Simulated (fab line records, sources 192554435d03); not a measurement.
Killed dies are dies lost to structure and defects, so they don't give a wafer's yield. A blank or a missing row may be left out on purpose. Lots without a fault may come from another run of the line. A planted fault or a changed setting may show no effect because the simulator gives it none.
Split-lot experiment | flow n5_finfet | 7 lots, 39 wafers read, on a route of 1938 steps

THE SPLIT
At N5_MOL_CONTACT_COAG_VIA_ETCH_46 (etches SiO2 in C4F6/O2, target depth 46 nm, overetch 9.2 nm, time 40 s), the setting bias_w was moved away from the recipe's 455 W on 9 of the 39 wafers read, by -15.9% to +14.9%. The other wafers ran this setting at the recipe's value.

The reading is taken at the split's own step.

THE READING
rf_vpp_V, in V, at N5_MOL_CONTACT_COAG_VIA_ETCH_46 (etches SiO2 in C4F6/O2, target depth 46 nm, overetch 9.2 nm, time 40 s). Fault-free wafers of this fab line usually give 1575 V, standard deviation 36 V.

wafer  | tool, chamber at the split | bias_w as run, W | against the recipe | rf_vpp_V, V | against lot-mates on the recipe
L079.1 | rie_diel-04, 0             | 455              | recipe             | 1559        | -
L079.2 | rie_diel-04, 2             | 455              | recipe             | 1551        | -
L079.3 | rie_diel-04, 1             | 455              | recipe             | 1556        | -
L079.4 | rie_diel-04, 3             | 455              | recipe             | 1570        | -
L079.5 | rie_diel-04, 3             | 455              | recipe             | 1571        | -
L079.6 | rie_diel-04, 2             | 455              | recipe             | 1553        | -
L082.1 | rie_diel-06, 3             | 382.5            | -15.9%             | 1324        | -272
L082.2 | rie_diel-06, 0             | 455              | recipe             | 1564        | -
L082.3 | rie_diel-06, 1             | 455              | recipe             | 1592        | -
L082.4 | rie_diel-06, 2             | 382.5            | -15.9%             | 1432        | -164
L082.5 | rie_diel-06, 1             | 382.5            | -15.9%             | 1399        | -197
L082.6 | rie_diel-06, 2             | 455              | recipe             | 1631        | -
L084.1 | rie_diel-04, 2             | 455              | recipe             | 1553        | -
L084.2 | rie_diel-04, 0             | 455              | recipe             | 1558        | -
L084.3 | rie_diel-04, 1             | 522.8            | +14.9%             | 1727        | +166
L084.4 | rie_diel-04, 3             | 455              | recipe             | 1572        | -
L084.5 | rie_diel-04, 0             | 522.8            | +14.9%             | 1726        | +165
L084.6 | rie_diel-04, 1             | 522.8            | +14.9%             | 1726        | +165
L088.4 | rie_diel-04, 0             | 455              | recipe             | 1557        | -
L088.5 | rie_diel-04, 3             | 455              | recipe             | 1569        | -
L088.6 | rie_diel-04, 0             | 455              | recipe             | 1557        | -
L093.1 | rie_diel-06, 1             | 455              | recipe             | 1593        | -
L093.2 | rie_diel-06, 2             | 455              | recipe             | 1633        | -
L093.3 | rie_diel-06, 1             | 455              | recipe             | 1591        | -
L093.4 | rie_diel-06, 2             | 455              | recipe             | 1632        | -
L093.5 | rie_diel-06, 2             | 455              | recipe             | 1631        | -
L093.6 | rie_diel-06, 1             | 455              | recipe             | 1594        | -
L094.1 | rie_diel-06, 2             | 455              | recipe             | 1632        | -
L094.2 | rie_diel-06, 3             | 455              | recipe             | 1508        | -
L094.3 | rie_diel-06, 1             | 455              | recipe             | 1593        | -
L094.4 | rie_diel-06, 2             | 455              | recipe             | 1631        | -
L094.5 | rie_diel-06, 3             | 455              | recipe             | 1508        | -
L094.6 | rie_diel-06, 1             | 455              | recipe             | 1591        | -
L095.1 | rie_diel-04, 0             | 503.2            | +10.6%             | 1705        | +150
L095.2 | rie_diel-04, 1             | 455              | recipe             | 1557        | -
L095.3 | rie_diel-04, 2             | 503.2            | +10.6%             | 1672        | +117
L095.4 | rie_diel-04, 3             | 503.2            | +10.6%             | 1690        | +135
L095.5 | rie_diel-04, 2             | 455              | recipe             | 1552        | -
L095.6 | rie_diel-04, 1             | 455              | recipe             | 1556        | -

THE FIT
A straight line over all 39 wafers: rf_vpp_V changes by +11 V for each +1% of bias_w; r = +0.91; the points scatter about the line by 34 V.
The same after taking each lot's own level away (the mean of its wafers on the recipe; 39 wafers): +12.3 V for each +1%; r = +0.95; scatter 28 V.
On that fit, the largest move of bias_w shifts the reading by 2e+02 V.
The lots' own levels span 1555.0 to 1612.3 V, that is 1.6 times the standard deviation above.
So the lot-to-lot level changes the slope: the two fits differ.
Check: with one of the wafers moved furthest among these (-15.9%) left out of the fit, the line predicts -182 V for it against its lot-mates. It came out at -272 V against them.
Tool readings at the split's step, against how far the setting was moved: rf_vpp_V r = +0.91.

OTHER SPLITS ON THESE WAFERS
These wafers also went through other splits before the reading. Each is held against what the fit with the lots' levels taken away leaves over:
other split on the same wafers  | wafers away from the commonest value | r with rf_vpp_V (lot level and that fit taken away)
N5_DUMMY_GATE_EXPOSE_12 dose_mj | 18                                   | -0.06
N5_DUMMY_GATE_ETCH_37 source_w  | 9                                    | -0.27
N5_HKMG_FIN_ETCH_55 time_s      | 18                                   | -0.20
N5_GATE_CUT_ETCH_58 source_w    | 12                                   | -0.10

THE FILE'S OWN FIT
rf_vpp_V changes by +12.3 V for each +1% of bias_w, r = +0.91.
